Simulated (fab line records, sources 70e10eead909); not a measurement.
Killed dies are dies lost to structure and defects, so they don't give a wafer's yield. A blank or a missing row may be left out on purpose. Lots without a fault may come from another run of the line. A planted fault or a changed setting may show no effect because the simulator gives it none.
A struck lot beside a sound one | flow nand_harc | 15 steps out of a route of 1159
Sound: wafers L695.2, L695.4, L695.5. Struck: wafers L711.3, L711.6. (L711.1 of the same lot was not struck and is left out.) The cause comes at the end.
At each step with rows: each side's tool, then ch and its chambers, then its first start. Under that, the readings that differ: sound wafers | struck wafers | difference of the means | sigmas: that difference in standard deviations of wafers without a fault.
alike: readings whose means differ by less than 2 such deviations, and words and numbers that are the same on both sides. not compared: withheld readings, readings that some wafer has no value for, bounds like >300 that may hide the same value, and numbers for which the record gives no deviation and whose values overlap.
The two part at a step that has a row with sigmas, a row that says differs or no value, or rows on one side only. Numbers that don't overlap but have no deviation are shown without sigmas and don't part them. A reading that every wafer of one side lacks parts them only if that side has two wafers or more.

first, 9 steps without rows for these wafers: NHARC_THIN_TSV_PVD_24 (deposits Al, target thk 800 nm); NHARC_THIN_TSV_DEHYDRATE_25 (time 120 s); NHARC_THIN_TSV_HMDS_26 (time 30 s); NHARC_THIN_TSV_COAT_27; NHARC_THIN_TSV_SOFTBAKE_28 (time 95 s); NHARC_THIN_TSV_EBR_29; NHARC_THIN_TSV_EXPOSE_30 (exposes mask PAD); NHARC_THIN_TSV_PEB_31 (peb time 85 s); NHARC_THIN_TSV_DEVELOP_32 (time 70 s).
NHARC_THIN_TSV_CD_MEAS_33: target cd 5000 nm.
  sound on cd_sem-01 ch 0, day 19 14:09; struck on cd_sem-02 ch 0, day 23 21:43
  alike: cd_nm
then, 1 step without rows for these wafers: NHARC_THIN_TSV_HARDBAKE_34 (time 80 s).
NHARC_THIN_TSV_DESCUM_35: chemistry O2, time 3 s.
  sound on rie_diel-02 ch 1,3, day 19 14:19; struck on rie_diel-02 ch 2,3, day 23 21:53
  alike: drypump_motor_current_A, mfc_ar_sccm, oes_product_au, rf_vpp_V, showerhead_plenum_p_Torr, throttle_valve_pct
  not compared: rf_hours_counter_h
NHARC_THIN_TSV_ETCH_59: etches the open film in Cl2/BCl3, target depth 880 nm, time 138.1 s.
  sound on rie_metal-02 ch 1, day 19 14:26; struck on rie_metal-03 ch 0,1, day 23 22:00
  reading          | sound             | struck      | difference | sigmas
  run_length_s (s) | 159.2 158.9 159.3 | 190.3 190.3 | +31.2      | +68
  alike: drypump_motor_current_A, he_backside_leak_sccm, oes_product_au, throttle_valve_pct
  not compared: rf_hours_counter_h
NHARC_THIN_TSV_ETCH_36: etches the open film in Cl2/BCl3, target depth 65 nm, time 18.571 s.
  sound on rie_metal-02 ch 0,1, day 19 14:42; struck on rie_metal-03 ch 0,1, day 23 22:16
  alike: drypump_motor_current_A, he_backside_leak_sccm, oes_product_au, run_length_s
  not compared: rf_hours_counter_h
NHARC_END_SORT_01:
  sound on prober-01 ch 0, day 20 17:10; struck on prober-01 ch 0, day 24 19:08
  alike: defect_limited_yield, killed_at_array, killed_at_other, killed_at_periphery, killed_dies, killed_open, killed_short, sort_bin_2_pct, sort_bin_3_pct, sort_bin_4_pct, sort_n_pass, sort_rim_yield_pct, sort_yield_pct

WHERE THEY PART
Only at NHARC_THIN_TSV_ETCH_59, within this record. Later steps at which nothing parts them and some readings are alike: NHARC_THIN_TSV_ETCH_36, NHARC_END_SORT_01.

WHY: what the simulator had put in
Process parameter drift: rie_metal-03, from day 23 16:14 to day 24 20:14, at NHARC_THIN_TSV_ETCH_59. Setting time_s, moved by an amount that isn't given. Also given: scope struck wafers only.
